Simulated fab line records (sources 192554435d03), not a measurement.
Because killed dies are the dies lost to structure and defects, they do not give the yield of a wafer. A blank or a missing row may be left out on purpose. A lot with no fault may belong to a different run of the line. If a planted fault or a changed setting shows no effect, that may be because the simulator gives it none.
Split-lot study ; flow n5 finfet ; 7 lots, 21 wafers read, on a route of 1938 steps

## ABOUT THE SPLIT
At N5_BEOL_M3_COAT_76 (time 60 s, resist thk 5 nm), the setting spin rpm was moved away from the recipe's 1500 rpm on 8 of the 21 wafers read, by -4.7% to +9.3%. All remaining wafers had this setting at the recipe value.

## FROM THE SPLIT TO THE READING: what the file shows between them, 3 steps
- N5_BEOL_M3_COAT_22: resist thk 30 nm
- N5_BEOL_M3_EBR_24
- N5_BEOL_M3_DESCUM_33: chemistry O2, time 7 s

## THE READING
etch.depth nm (the simulator's own value, which no gauge read), in nm, at N5_BEOL_M3_ETCH_77 (etches underlayer in N2/H2, target depth 6.5 nm, time 5.2 s). The file gives no usual value for it. Here, 13 wafers ran the recipe; their average is 5.008 nm with a standard deviation of 0.017 nm.

wafer;tool, chamber at the split;spin rpm as run, rpm;against the recipe;etch.depth nm, nm;against lot-mates on the recipe
L078.1;litho track-01, 0;1615;+7.7%;4.81;-0.182
L078.2;litho track-01, 0;1615;+7.7%;4.81;-0.182
L078.6;litho track-01, 0;1500;recipe;4.992;-
L079.1;litho track-03, 0;1429;-4.7%;5.135;+0.134
L079.3;litho track-03, 0;1500;recipe;5.001;-
L079.5;litho track-03, 0;1429;-4.7%;5.146;+0.145
L080.2;litho track-04, 0;1500;recipe;4.999;-
L080.3;litho track-04, 0;1443;-3.8%;5.122;+0.110
L080.4;litho track-04, 0;1500;recipe;5.026;-
L082.2;litho track-01, 0;1639;+9.3%;4.762;-0.208
L082.5;litho track-01, 0;1500;recipe;4.97;-
L082.6;litho track-01, 0;1639;+9.3%;4.766;-0.204
L084.4;litho track-04, 0;1500;recipe;5.023;-
L084.5;litho track-04, 0;1500;recipe;5.016;-
L084.6;litho track-04, 0;1500;recipe;5.043;-
L093.1;litho track-04, 0;1500;recipe;5.003;-
L093.3;litho track-04, 0;1500;recipe;5.005;-
L093.4;litho track-04, 0;1551;+3.4%;4.923;-0.081
L097.1;litho track-03, 0;1500;recipe;4.999;-
L097.3;litho track-03, 0;1500;recipe;5.007;-
L097.6;litho track-03, 0;1500;recipe;5.019;-

THE FIT
A straight line over all 21 wafers: etch.depth nm changes by -0.0266 nm for each +1% of spin rpm; r = -0.99; the points scatter about the line by 0.015 nm.
The same after taking each lot's own level away (the mean of its wafers on the recipe; 21 wafers): -0.0243 nm for each +1%; r = -0.99; scatter 0.012 nm.
The reading moves by 0.23 nm for the largest change in spin rpm, on that fit.
The span of the lots' own levels, 4.9700 to 5.0273 nm, comes to 3.3 times the standard deviation stated above.
The two slopes are in agreement: the lot-to-lot level therefore moves the slope only a little.
Check: with one of the wafers moved furthest among these (+9.3%) left out of the fit, the line predicts -0.224 nm for it against its lot-mates. It came out at -0.208 nm against them.

## THE OTHER SPLITS THESE WAFERS WENT THROUGH
These wafers also went through other splits before the reading. Each is held against what the fit with the lots' levels taken away leaves over:
other split on the same wafers;wafers away from the commonest value;r with etch.depth nm (lot level and that fit taken away)
N5_BEOL_M0_SAQP_EXPOSE_37 dose mj;4;+0.16
N5_BEOL_M1_PECVD_72 temp c;7;+0.12
N5_BEOL_M1_COAT_05 spin rpm;8;+0.14
N5_BEOL_M2_ETCH_69 bias w;11;+0.20

## THE FILE'S OWN FIT
etch.depth nm changes by -0.0241 nm for each +1% of spin rpm, r = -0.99.
